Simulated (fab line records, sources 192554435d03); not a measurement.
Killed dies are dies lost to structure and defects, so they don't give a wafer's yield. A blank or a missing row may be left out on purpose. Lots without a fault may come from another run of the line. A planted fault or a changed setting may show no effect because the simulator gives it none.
A struck lot beside a sound one | flow n5_finfet | 37 steps out of a route of 1938
Sound: wafers L938.3, L938.5, L938.6. Struck: wafers L931.2, L931.3, L931.6. The cause comes at the end.
At each step with rows: each side's tool, then ch and its chambers, then its first start. Under that, the readings that differ: sound wafers | struck wafers | difference of the means | sigmas: that difference in standard deviations of wafers without a fault.
alike: readings whose means differ by less than 2 such deviations, and words and numbers that are the same on both sides. not compared: withheld readings, readings that some wafer has no value for, bounds like >300 that may hide the same value, and numbers for which the record gives no deviation and whose values overlap.
The two part at a step that has a row with sigmas, a row that says differs or no value, or rows on one side only. Numbers that don't overlap but have no deviation are shown without sigmas and don't part them. A reading that every wafer of one side lacks parts them only if that side has two wafers or more.

first, 10 steps without rows for these wafers: N5_HKMG_FIN_ALD_21 (deposits TiN, target thk 1.5 nm, pulse time 1 s, purge time 3 s); N5_HKMG_FIN_ALD_72 (deposits W, target thk 2 nm, pulse time 1 s, purge time 2 s); N5_HKMG_FIN_W_FILL_22 (material W, target thk 60 nm, time 18.2 s); N5_HKMG_FIN_PRECLEAN_83 (cleans in DIW, time 57.5 s); N5_HKMG_FIN_SRD_84 (dry time 32 s); N5_HKMG_FIN_CMP_23 (polishes, stops on SiNx, t overpolish 10 s, target thk 46.326 nm); N5_HKMG_FIN_CMP_94 (polishes, stops on SiNx, t overpolish 4.7 s, target thk 43.299 nm); N5_GATE_CUT_ETCHBACK_00 (etches W in SF6/Cl2); N5_GATE_CUT_ETCH_56 (etches TiN in Cl2/Ar, target depth 21.6 nm); N5_GATE_CUT_ETCHBACK_30 (etches TiN in Cl2/Ar, target depth 3 nm).
N5_GATE_CUT_VAPOR_ETCH_60: etches HfO2 in BCl3/Cl2.
  sound on rie_metal-03 ch 0,1, day 8 01:56; struck on rie_metal-02 ch 0,1, day 6 10:20
  alike: drypump_motor_current_A, oes_product_au
then, 25 steps without rows for these wafers: N5_GATE_CUT_ETCH_58 (etches SiNx in CH3F/O2, target depth 17 nm, time 128.6 s); N5_GATE_CUT_STRIP_59 (strips in N2/H2, time 20 s); N5_GATE_CUT_PRECLEAN_31 (cleans in DIW, time 300 s); N5_GATE_CUT_SRD_32 (time 30 s); N5_GATE_CUT_SAC_CAP_01 (material SiNx, target thk 24 nm, pulse time 1 s, ald cycles 480); N5_GATE_CUT_PECVD_57 (deposits SiNx from SiH4/NH3/N2, target thk 21 nm); N5_GATE_CUT_CMP_02 (polishes, stops on SiO2, t overpolish 12.7 s, target thk 0 nm); N5_GATE_CUT_HM_DEP_46 (deposits SiO2 from TEOS/O2, target thk 130 nm, time 26.6 s); N5_GATE_CUT_COAT_34 (time 60 s, resist thk 60 nm); N5_GATE_CUT_COAT_35 (time 60 s, resist thk 10 nm); N5_GATE_CUT_COAT_27 (time 60 s, resist thk 10 nm); N5_GATE_CUT_COAT_07 (resist thk 30 nm); N5_GATE_CUT_EBR_09; N5_GATE_CUT_SOFTBAKE_08 (time 60 s); N5_GATE_CUT_EXPOSE_10 (exposes mask GATE CUT, target cd 20 nm); N5_GATE_CUT_PEB_11 (peb time 60 s); N5_GATE_CUT_DEVELOP_12 (develop time 30 s); N5_GATE_CUT_DESCUM_18 (chemistry O2, time 7 s); N5_GATE_CUT_ETCH_28 (etches underlayer in N2/H2, target depth 13 nm, time 10.4 s); N5_GATE_CUT_ETCH_36 (etches SiARC in CF4, target depth 13 nm, time 21.7 s); N5_GATE_CUT_ETCH_37 (etches SOC in N2/H2, target depth 60 nm, overetch 12 nm, time 90 s); N5_GATE_CUT_STRIP_38 (strips in N2/H2); N5_GATE_CUT_STRIP_39 (strips in N2/H2); N5_GATE_CUT_HM_OPEN_40 (chemistry C4F6/O2, target SiO2, target depth 139 nm, time 85.1 s); N5_GATE_CUT_STRIP_41 (strips in CF4).
-- the record jumps here: 8 days lie between the struck wafers' starts before and after (it left off in module GATE_CUT and takes up again in module PASSIVATION, whose first step shown is number 1936 of the route) --
N5_PASSIVATION_PROBE_49:
  the record has rows for the struck wafers here (prober-02, day 14 10:18) and none for the sound ones

WHERE THEY PART
Only at N5_PASSIVATION_PROBE_49, within this record.

WHY: what the simulator had put in
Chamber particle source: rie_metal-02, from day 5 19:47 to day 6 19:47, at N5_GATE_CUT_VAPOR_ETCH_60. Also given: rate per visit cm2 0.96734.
